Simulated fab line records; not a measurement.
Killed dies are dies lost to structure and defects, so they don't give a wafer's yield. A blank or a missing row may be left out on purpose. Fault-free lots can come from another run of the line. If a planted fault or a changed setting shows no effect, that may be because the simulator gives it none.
fab line records	flow n5_finfet	part 1 of 2: steps 1 to 16 of 17
[record] lots = 6	wafers = 18	last_day = 17
route steps=1938 shown FIN_CUT@156 BEOL_M4@1111 PASSIVATION@1936
lots untouched by any fault: they come from a run of this same line in which no faults occurred
start_h: the number of hours between the record's first day and the start of the first shown wafer of the lot	wait_h: hours from the lot's prior step to this one	" identical to the entry in the row above	L1.1+2: a single row standing in for several wafers	- no value present, or no start provided	* or withheld: withheld	< > ~ a bound
route shown NAME@n: names a module that has steps shown in the file, with the first one's number in the route	usual: mean/standard deviation of fault-free wafers	same: alike in all rows	chamber/n: place in a boat	sites: each site's reading	_std_site: standard deviation of those values	_edge_site: outer sites' mean less inner sites'	radius_mm: how far each site lies from the wafer's centre	mask NAME#n: copy n	behind: the most recent tool/chamber to have shaped the wafer	hold: the reason the lot was held/the length of the hold in hours/how it ended	device: whichever transistor did not switch (one of n, p or np)	end of line: the tests these same wafers got at the end of their route	a step without rows: its recipe alone	killed: dies lost to structure and defects at the first sort, not the wafer's yield	map: per-die view of a wafer (x killed, . not killed, _ where there is no die)
set.NAME: the run value of the setting; set.NAME@STEP: its run value at that earlier step	model.NAME: the simulator's own value behind a step, which no gauge read
lots at selected steps of the route; one table per step, one row per wafer
services: from which hour (start_h, from the record's first day; less than 0 if before it) a tool's chamber was out of use, for how many hours, and why
[[steps]]
[step N5_FIN_CUT_COAT_29]
[recipe] resist = underlayer	temp_c = 205	time_s = 60	spin_rpm = 1500	resist_thk_nm = 10
[step N5_FIN_CUT_COAT_02]
[recipe] resist = CAR-EUV	spin_rpm = 1500	resist_thk_nm = 30
[step N5_FIN_CUT_EBR_04]
[recipe] solvent = PGMEA	ebr_width_mm = 1.5
[step N5_FIN_CUT_SOFTBAKE_03]
[recipe] temp_c = 110	time_s = 60	resist = CAR-EUV
[step N5_FIN_CUT_EXPOSE_05]
[recipe] mask_id = FIN_CUT	na = 0.33	source_shape = annular	sigma_inner = 0.35	sigma_outer = 0.8	polarization = unpolarized	dose_mj = 45.75
[step N5_FIN_CUT_PEB_06]
[recipe] peb_temp_c = 100	peb_time_s = 60	resist = CAR-EUV
[step N5_FIN_CUT_DEVELOP_07]
[recipe] develop_time_s = 30	developer = TMAH	resist = CAR-EUV	rinse_liquid = surfactant_rinse	dry = air_spin	dev_temp_c = 23
[step N5_FIN_CUT_CD_MEAS_08]
[recipe] target_cd_nm = 29.1	landing_energy_ev = 500	detector = se_inlens	polarity = opening
[usual] cd_nm = 29.16/0.23
[same] landing_energy_ev = 500
lot.wafer	tool	chamber	start_h	wait_h	cd_nm
L533.1	cd_sem-01	0	75.79	-	29.40
L533.4	"	0	"	"	29.10
L533.5	"	0	"	"	28.98
L534.2	cd_sem-02	0	80.35	-	29.29
L534.3	"	0	"	"	29.06
L534.6	"	0	"	"	29.15
L539.2	cd_sem-02	0	113.09	-	29.22
L539.3	"	0	"	"	29.77
L539.6	"	0	"	"	29.33
L540.1	cd_sem-01	0	117.35	-	29.06
L540.3	"	0	"	"	29.43
L540.4	"	0	"	"	28.98
L542.2	cd_sem-03	0	129.30	-	29.17
L542.4	"	0	"	"	29.35
L542.6	"	0	"	"	29.18
L548.1	cd_sem-01	0	165.05	-	28.95
L548.3	"	0	"	"	29.55
L548.4	"	0	"	"	28.80
[step N5_FIN_CUT_OVL_MEAS_09]
[recipe] points_per_wafer = 522
[usual] FIN_CUT_OVL = 0.1/0.72
lot.wafer	tool	chamber	start_h	wait_h	FIN_CUT_OVL[nm]
L533.1	overlay-02	0	75.82	0.0	0.9
L533.4	"	0	"	"	0.0
L533.5	"	0	"	"	0.0
L534.2	overlay-02	0	80.38	0.0	1.0
L534.3	"	0	"	"	-0.5
L534.6	"	0	"	"	0.8
L539.2	overlay-01	0	113.12	0.0	-0.4
L539.3	"	0	"	"	-0.2
L539.6	"	0	"	"	-0.2
L540.1	overlay-01	0	117.38	0.0	0.6
L540.3	"	0	"	"	0.9
L540.4	"	0	"	"	0.3
L542.2	overlay-01	0	129.33	0.0	-0.4
L542.4	"	0	"	"	-0.3
L542.6	"	0	"	"	-1.0
L548.1	overlay-01	0	165.08	0.0	-0.5
L548.3	"	0	"	"	-0.4
L548.4	"	0	"	"	-0.5
[step N5_FIN_CUT_INSPECT_10]
[recipe] mode = adi	inspect_instrument = brightfield
[usual] raw_defect_count = 43/12
lot.wafer	tool	chamber	start_h	wait_h	raw_defect_count
L533.1	defect_inspect-02	-	75.88	0.1	64
L533.4	"	-	"	"	55
L533.5	"	-	"	"	53
L534.2	defect_inspect-02	-	80.44	0.0	45
L534.3	"	-	"	"	24
L534.6	"	-	"	"	32
L539.2	defect_inspect-01	-	113.18	0.0	28
L539.3	"	-	"	"	34
L539.6	"	-	"	"	30
L540.1	defect_inspect-01	-	117.44	0.1	49
L540.3	"	-	"	"	28
L540.4	"	-	"	"	35
L542.2	defect_inspect-01	-	129.39	0.0	29
L542.4	"	-	"	"	37
L542.6	"	-	"	"	31
L548.1	defect_inspect-01	-	165.13	0.1	35
L548.3	"	-	"	"	27
L548.4	"	-	"	"	36
[step N5_FIN_CUT_DESCUM_13]
[recipe] chemistry = O2	time_s = 7	source_power_w = 50	bias_power_w = 20	pressure_mtorr = 20	rf_frequency_hz = 2.712e+07	temp_c = 40	resist = CAR-EUV	o2_flow_sccm = 225
[usual] drypump_motor_current_A = 5.6/0.36	oes_product_au = 0.80/0.1	rf_vpp_V = 243.8/1.2	showerhead_plenum_p_Torr = 2.14/0.05	throttle_valve_pct = 20.32/0.24
[same] time_s = 7
lot.wafer	tool	chamber	start_h	wait_h	drypump_motor_current_A	oes_product_au	rf_hours_counter_h	rf_vpp_V	showerhead_plenum_p_Torr	throttle_valve_pct
L533.1	rie_diel-04	1	75.91	0.0	5.0	0.79	129	244.6	2.17	20.00
L533.4	"	3	"	"	6.1	0.87	79	244.7	2.14	20.07
L533.5	"	0	"	"	5.4	0.78	-	243.7	2.16	20.22
L534.2	rie_diel-01	3	80.47	0.0	6.2	0.68	231	241.6	2.07	20.31
L534.3	"	0	"	"	5.6	0.71	208	243.2	2.07	20.43
L534.6	"	3	"	"	6.2	0.68	-	243.0	2.07	20.31
L539.2	rie_diel-05	3	113.21	0.0	5.8	0.71	237	243.6	2.14	20.05
L539.3	"	0	"	"	5.0	0.72	192	244.1	2.17	20.34
L539.6	"	3	"	"	5.8	0.70	-	243.6	2.14	20.04
L540.1	rie_diel-01	3	117.47	0.0	6.2	0.66	242	243.0	2.06	20.34
L540.3	"	0	"	"	5.7	0.70	218	244.1	2.06	20.44
L540.4	"	2	"	"	5.8	0.92	19	242.2	2.08	20.76
L542.2	rie_diel-01	3	129.42	0.0	6.2	0.66	245	242.0	2.06	20.35
L542.4	"	2	"	"	5.8	0.92	22	242.8	2.08	20.76
L542.6	"	0	"	"	5.6	0.68	-	241.5	2.06	20.44
L548.1	rie_diel-01	3	165.17	0.0	6.2	0.97	1	242.4	2.06	20.04
L548.3	"	0	"	"	5.7	0.68	237	242.9	2.06	20.47
L548.4	"	2	"	"	5.8	0.90	36	244.3	2.08	20.76
[step N5_FIN_CUT_ETCH_30]
[recipe] chemistry = N2/H2	target = underlayer	target_depth_a = 130	mask_material = CAR-EUV	time_s = 10.4	ion_energy_ev = 200	pressure_mtorr = 30	source_w = 840	bias_w = 150	n2_flow_sccm = 200	h2_flow_sccm = 200	ends = cleared
[usual] bias_w = 150.0/0.42	chamber_pressure_mTorr = 30.002/0.03	drypump_motor_current_A = 5.6/0.36	etch_rf_on_time_s = 10.4/0.35	oes_product_au = 0.68/0.08	rf_vpp_V = 525.3/2	showerhead_plenum_p_Torr = 2.59/0.07	throttle_valve_pct = 17.72/0.21
lot.wafer	tool	chamber	start_h	wait_h	bias_w	chamber_pressure_mTorr	drypump_motor_current_A	etch_rf_on_time_s	oes_product_au	rf_hours_counter_h	rf_vpp_V	showerhead_plenum_p_Torr	throttle_valve_pct
L533.1	rie_diel-04	1	75.95	0.0	150.2	29.983	5.0	10.1	0.68	129	527.8	2.68	17.67
L533.4	"	3	"	"	149.8	29.984	6.1	10.0	0.73	79	524.8	2.55	17.13
L533.5	"	0	"	"	149.8	30.033	5.5	10.6	0.66	-	526.2	2.64	17.66
L534.2	rie_diel-01	3	80.50	0.0	149.6	30.047	6.2	10.9	0.59	231	523.9	2.52	17.88
L534.3	"	0	"	"	149.9	29.992	5.6	10.5	0.61	208	522.7	2.50	17.74
L534.6	"	3	"	"	149.4	29.988	6.2	10.9	0.58	-	523.0	2.52	17.88
L539.2	rie_diel-05	3	113.25	0.0	150.1	30.031	5.8	10.6	0.60	237	526.1	2.59	17.45
L539.3	"	0	"	"	150.7	30.025	5.0	9.9	0.64	192	525.7	2.63	17.76
L539.6	"	3	"	"	150.1	29.954	5.8	10.6	0.60	-	527.5	2.59	17.44
L540.1	rie_diel-01	3	117.51	0.0	150.8	30.025	6.2	10.9	0.58	242	522.8	2.52	17.88
L540.3	"	0	"	"	150.6	30.029	5.6	10.5	0.59	218	521.9	2.50	17.76
L540.4	"	2	"	"	150.8	30.015	5.8	10.1	0.79	19	522.1	2.49	17.87
L542.2	rie_diel-01	3	129.46	0.0	150.7	29.941	6.2	10.8	0.58	245	521.8	2.52	17.90
L542.4	"	2	"	"	150.4	29.989	5.8	10.2	0.79	22	520.7	2.49	17.87
L542.6	"	0	"	"	150.4	29.968	5.7	10.6	0.59	-	522.9	2.49	17.75
L548.1	rie_diel-01	3	165.20	0.0	150.0	29.959	6.2	10.4	0.84	1	522.9	2.51	17.56
L548.3	"	0	"	"	150.1	29.969	5.6	10.5	0.58	237	524.0	2.49	17.77
L548.4	"	2	"	"	150.0	30.027	5.8	10.1	0.78	36	521.9	2.48	17.86
[step N5_FIN_CUT_ETCH_20]
[recipe] chemistry = CF4	target = SiARC	target_depth_a = 260	mask_material = CAR-EUV	time_s = 43.3	ion_energy_ev = 80	pressure_mtorr = 40	source_w = 545	bias_w = 36	Ar_flow_sccm = 100	cf4_flow_sccm = 100	ends = cleared
[usual] bias_w = 36.02/0.11	cf4_flow_sccm = 99.98/0.3	drypump_motor_current_A = 5.6/0.36	etch_rf_on_time_s = 43.4/1.4	oes_product_au = 0.68/0.079	rf_vpp_V = 184.5/1	showerhead_plenum_p_Torr = 2.19/0.051	throttle_valve_pct = 15.56/0.2
lot.wafer	tool	chamber	start_h	wait_h	bias_w	cf4_flow_sccm	drypump_motor_current_A	etch_rf_on_time_s	oes_product_au	rf_hours_counter_h	rf_vpp_V	showerhead_plenum_p_Torr	throttle_valve_pct	model.CAR-EUV_of_FIN_CUT_COAT_02.thk_nm	model.underlayer_of_FIN_CUT_COAT_29.thk_nm
L533.1	rie_diel-04	1	75.97	0.0	-	-	-	-	-	-	-	-	-	14.6	10
L533.4	"	3	"	"	-	-	-	-	-	-	-	-	-	14.8	10
L533.5	"	0	"	"	-	-	-	-	-	-	-	-	-	14.8	10
L534.2	rie_diel-01	3	80.52	0.0	-	-	-	-	-	-	-	-	-	14.6	10
L534.3	"	0	"	"	-	-	-	-	-	-	-	-	-	14.8	10
L534.6	"	3	"	"	-	-	-	-	-	-	-	-	-	14.4	10
L539.2	rie_diel-05	3	113.27	0.0	36.30	100.84	5.8	44.8	0.60	237	184.3	2.23	15.59	0	9.2
L539.3	"	0	"	"	36.00	100.34	5.0	41.3	0.63	192	184.7	2.22	15.49	0	9.2
L539.6	"	3	"	"	36.10	100.76	5.8	44.3	0.60	-	184.8	2.23	15.58	0	9.2
L540.1	rie_diel-01	3	117.53	0.0	35.98	99.88	6.2	45.1	0.57	242	183.0	2.11	15.59	0	9.2
L540.3	"	0	"	"	36.01	100.18	5.6	43.5	0.60	218	182.9	2.12	15.80	0	9.2
L540.4	"	2	"	"	36.11	100.07	5.8	41.9	0.79	19	183.1	2.12	15.69	0	9.2
L542.2	rie_diel-01	3	129.48	0.0	36.12	100.21	6.2	45.3	0.58	245	184.8	2.11	15.61	0	9.4
L542.4	"	2	"	"	35.77	100.01	5.8	42.1	0.79	23	181.9	2.12	15.70	0	9.4
L542.6	"	0	"	"	35.99	99.57	5.6	44.3	0.59	-	183.9	2.12	15.80	0	9.4
L548.1	rie_diel-01	3	165.22	0.0	36.04	100.04	6.2	42.3	0.85	1	183.9	2.11	15.14	0	9.4
L548.3	"	0	"	"	36.19	100.24	5.6	42.7	0.59	237	182.6	2.12	15.83	0	9.4
L548.4	"	2	"	"	36.10	100.44	5.8	41.8	0.77	36	182.5	2.11	15.75	0	9.4
[step N5_FIN_CUT_ETCH_21]
[recipe] chemistry = N2/H2	target = SOC	target_depth_a = 2190	overetch_a = 438	mask_material = SiARC	temp_c = 40	ion_energy_ev = 100	bias_w = 61	time_s = 523.5	pressure_mtorr = 30	source_w = 850	n2_flow_sccm = 200	h2_flow_sccm = 200
[usual] bias_w = 60.98/0.18	chamber_pressure_mTorr = 29.999/0.027	drypump_motor_current_A = 5.6/0.36	oes_product_au = 0.73/0.086	rf_vpp_V = 241.4/1.2	showerhead_plenum_p_Torr = 2.59/0.07	throttle_valve_pct = 17.67/0.21
[same] time_s = 523.5
lot.wafer	tool	chamber	start_h	wait_h	bias_w	chamber_pressure_mTorr	drypump_motor_current_A	oes_product_au	rf_hours_counter_h	rf_vpp_V	showerhead_plenum_p_Torr	throttle_valve_pct
L533.1	rie_diel-04	1	76.00	0.0	61.00	29.976	5.0	0.29	129	242.9	2.68	17.59
L533.4	"	3	"	"	60.97	29.974	6.1	0.32	79	241.0	2.55	17.05
L533.5	"	0	"	"	61.11	30.014	5.4	0.29	-	241.6	2.64	17.60
L534.2	rie_diel-01	3	80.56	0.0	60.90	30.028	6.2	0.26	231	239.7	2.52	17.79
L534.3	"	0	"	"	60.90	29.977	5.6	0.26	208	240.5	2.50	17.64
L534.6	"	3	"	"	60.97	29.994	6.2	0.26	-	242.2	2.52	17.80
L539.2	rie_diel-05	3	113.30	0.0	61.32	30.026	5.8	0.66	237	241.4	2.59	17.40
L539.3	"	0	"	"	60.99	30.018	5.0	0.66	192	242.1	2.63	17.70
L539.6	"	3	"	"	61.17	30.032	5.8	0.65	-	240.1	2.59	17.39
L540.1	rie_diel-01	3	117.57	0.0	61.16	30.017	6.2	0.64	242	240.0	2.52	17.86
L540.3	"	0	"	"	60.72	30.013	5.6	0.64	218	240.7	2.50	17.69
L540.4	"	2	"	"	60.79	30.023	5.8	0.84	19	239.1	2.49	17.80
L542.2	rie_diel-01	3	129.51	0.0	61.09	30.025	6.2	0.64	245	241.4	2.52	17.87
L542.4	"	2	"	"	60.92	29.969	5.8	0.84	23	240.5	2.49	17.81
L542.6	"	0	"	"	61.04	29.996	5.6	0.65	-	241.7	2.49	17.71
L548.1	rie_diel-01	3	165.26	0.0	60.79	30.006	6.2	0.90	1	240.3	2.51	17.49
L548.3	"	0	"	"	60.90	30.015	5.6	0.64	237	239.1	2.49	17.73
L548.4	"	2	"	"	60.76	30.016	5.8	0.81	36	239.7	2.48	17.82
[step N5_FIN_CUT_STRIP_23]
[recipe] chemistry = N2/H2	temp_c = 40	n2_flow_sccm = 200	h2_flow_sccm = 200	rf_frequency_hz = 6e+07
[step N5_BEOL_M4_RC_MEAS_101]
[usual] DIBL_N = 35.9/2.5	DIBL_P = 36.0/3	IOFF_N = 0.16/0.047	IOFF_P = 0.21/0.047	ION_N = 671/14	ION_P = 460/8.8	SS_N = 71.5/0.73	SS_P = 73.2/0.91	VT_N = 250/4.3	VT_P = -251/3.6
lot.wafer	tool	chamber	start_h	wait_h	DIBL_N[mV/V]	DIBL_P[mV/V]	IOFF_N[nA/um]	IOFF_P[nA/um]	ION_N[uA/um]	ION_P[uA/um]	SS_N[mV/dec]	SS_P[mV/dec]	VT_N[mV]	VT_P[mV]
L539.2	prober-02	0	243.29	0.2	33.2	33.3	0.11	0.14	664	455	70.7	71.9	253	-257
L539.3	"	0	"	"	34.4	34.4	0.12	0.16	667	455	72.3	72.7	253	-256
L539.6	"	0	"	"	35.2	35.8	0.14	0.18	665	457	71.1	73.2	250	-253
L540.1	prober-01	0	257.92	0.0	34.8	34.3	0.13	0.20	668	463	71.3	72.6	249	-248
L540.3	"	0	"	"	31.1	30.5	0.09	0.15	660	465	70.5	71.7	255	-254
L540.4	"	0	"	"	36.8	36.6	0.16	0.23	678	473	72.0	72.9	249	-249
L542.2	prober-02	0	269.22	0.2	38.0	38.8	0.18	0.25	682	469	71.7	74.4	246	-247
L542.4	"	0	"	"	37.5	38.7	0.19	0.25	682	469	71.1	73.8	244	-248
L542.6	"	0	"	"	34.9	35.3	0.14	0.20	682	469	69.9	72.6	249	-249
L548.1	prober-01	0	300.37	0.0	35.3	35.2	0.14	0.19	670	459	71.5	73.5	250	-252
L548.3	"	0	"	"	40.0	41.6	0.24	0.31	682	470	72.3	74.5	244	-246
L548.4	"	0	"	"	37.4	37.6	0.16	0.22	655	454	72.2	73.9	250	-250
[[key]]
[first_sign] step = N5_FIN_CUT_ETCH_20	reading = tool_record	direction = missing
[effect] step = N5_FIN_CUT_ETCH_21	reading = oes_product_au	direction = down	sigmas = 5.2	usual = 0.73	struck = 0.28
[effect] step = N5_PASSIVATION_PROBE_49	reading = killed_at_front_end	direction = up	sigmas = 93	usual = 41	struck = 1108
[model_effect] step = N5_FIN_CUT_ETCH_20	value = CAR-EUV_of_FIN_CUT_COAT_02.thk_nm	without = 0	struck = 14.67
[more_kills_born_at] N5_FIN_CUT_ETCH_20@rie_diel-01 = 3214	N5_FIN_CUT_ETCH_20@rie_diel-04 = 3169
met_at N5_FIN_CUT_ETCH_20
struck_wafers L533.1,L533.4,L533.5,L534.2,L534.3,L534.6
later_rows_left_out L533.1,L533.4,L533.5,L534.2,L534.3,L534.6
tester_left_out L533,L534
[fault] kind = skipped_step_whole	tool = rie_diel-01,rie_diel-04	chamber = -	onset_h = 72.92	steps = N5_FIN_CUT_ETCH_20	scope = struck_lots_only
// tester_left_out: of these lots the tester's yield and bins aren't shown, on N5 and GAA mostly nor the transistor test; their killed dies are dies lost to structure and defects alone, not to doping, threshold or leakage, so they don't give the yield
// later_rows_left_out: the simulator's readings of these wafers behind a module that went badly wrong aren't trusted and aren't shown, but for the sort
